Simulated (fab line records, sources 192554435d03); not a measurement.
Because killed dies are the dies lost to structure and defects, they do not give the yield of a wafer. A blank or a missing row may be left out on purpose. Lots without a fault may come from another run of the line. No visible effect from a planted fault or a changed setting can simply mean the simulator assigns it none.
What tool caused it? | flow n5_finfet | 9 lots, 27 wafers sampled, at 5 steps of a route of 1938

== WHAT THE GAUGES READ, wafer by wafer ==
N5_BEOL_M7_INSPECT_58: inspects for defects (darkfield).
lot  | measured     | on                | raw_defect_count
L172 | day 11 05:15 | defect_inspect-02 | 41 66 63
L176 | day 12 03:15 | defect_inspect-02 | 92 68 57
L178 | day 12 08:20 | defect_inspect-02 | 433 60 446
L183 | day 13 16:02 | defect_inspect-01 | 90 80 66
L182 | day 13 18:42 | defect_inspect-01 | 60 57 62
L186 | day 14 02:44 | defect_inspect-02 | 74 43 57
L188 | day 14 22:23 | defect_inspect-01 | 68 87 89
L190 | day 16 00:41 | defect_inspect-02 | 50 94 99
L191 | day 17 06:03 | defect_inspect-01 | 80 79 79

== EACH LOT AND THE TOOL THAT RAN IT (in order: tool; ch and the chambers of the sampled wafers; start) ==
lot  | N5_BEOL_M7_ETCH_66                 | N5_BEOL_M7_STRIP_36                | N5_BEOL_M7_ANNEAL_51             | N5_BEOL_M7_CMP_52
L172 | rie_diel-05 ch 1,2,3, day 11 02:30 | rie_diel-05 ch 1,2,3, day 11 02:39 | rtp_anneal-01 ch 0, day 11 04:33 | cmp-02 ch 1,2, day 11 04:48
L176 | rie_diel-06 ch 2,3, day 11 23:11   | rie_diel-06 ch 2,3, day 11 23:20   | rtp_anneal-02 ch 0, day 12 02:11 | cmp-02 ch 0,1,3, day 12 02:53
L178 | rie_diel-03 ch 0,2,3, day 12 05:32 | rie_diel-03 ch 0,2,3, day 12 05:41 | rtp_anneal-01 ch 0, day 12 07:35 | cmp-02 ch 0,3, day 12 07:53
L183 | rie_diel-03 ch 0,1,3, day 13 12:11 | rie_diel-03 ch 0,1,3, day 13 12:20 | rtp_anneal-01 ch 0, day 13 15:17 | cmp-04 ch 1,2,3, day 13 15:35
L182 | rie_diel-06 ch 0,1,3, day 13 16:07 | rie_diel-06 ch 0,1,3, day 13 16:16 | rtp_anneal-02 ch 0, day 13 17:57 | cmp-03 ch 0,1,2, day 13 18:20
L186 | rie_diel-05 ch 0,1, day 14 00:08   | rie_diel-05 ch 0,1, day 14 00:17   | rtp_anneal-01 ch 0, day 14 02:02 | cmp-04 ch 0,1, day 14 02:17
L188 | rie_diel-05 ch 1,2, day 14 18:37   | rie_diel-05 ch 1,2, day 14 18:46   | rtp_anneal-01 ch 0, day 14 21:38 | cmp-03 ch 0,1, day 14 21:58
L190 | rie_diel-05 ch 1,2,3, day 15 21:27 | rie_diel-05 ch 1,2,3, day 15 21:36 | rtp_anneal-01 ch 0, day 15 23:56 | cmp-03 ch 0,3, day 16 00:14
L191 | rie_diel-05 ch 1,2,3, day 17 01:55 | rie_diel-05 ch 1,2,3, day 17 02:05 | rtp_anneal-02 ch 0, day 17 05:07 | cmp-02 ch 0,1,2, day 17 05:36
- N5_BEOL_M7_ETCH_66: etches SOC in N2/H2, target depth 80 nm, overetch 16 nm, time 120 s.
- N5_BEOL_M7_STRIP_36: strips in N2/H2.
- N5_BEOL_M7_ANNEAL_51: time 90 s.
- N5_BEOL_M7_CMP_52: polishes, stops on SiCOH lowk, t overpolish 6.9 s, target thk 80 nm.

== THE ANSWER, worked out from the rows above alone ==
Rule: the lots themselves supply what counts as usual. The widest of any qualifying gaps counts: lots, ordered by their means at a reading, are off when they make up no more than a third of the lots, leave a main group of 4 or more, and stand apart from it by 3 or more times the standard deviation of that group's means. Not used: any main group whose means are identical at the precision the tables above print for the reading. Also off: a lot with no number at a reading for which 4 or more lots have one. Where the step has rows for the other lots, those lots are counted as sound.
Off, at N5_BEOL_M7_INSPECT_58 on raw_defect_count: L178. For the main group the mean is 71 and the standard deviation 10.
A tool fits if, at a process step before that reading, it ran every lot that is off, and no sound lot after the first of them. The gauges at N5_BEOL_M7_INSPECT_58 are tried like those tools. No candidate that was tried fits.

== WHAT WAS PUT IN BY THE SIMULATOR ==
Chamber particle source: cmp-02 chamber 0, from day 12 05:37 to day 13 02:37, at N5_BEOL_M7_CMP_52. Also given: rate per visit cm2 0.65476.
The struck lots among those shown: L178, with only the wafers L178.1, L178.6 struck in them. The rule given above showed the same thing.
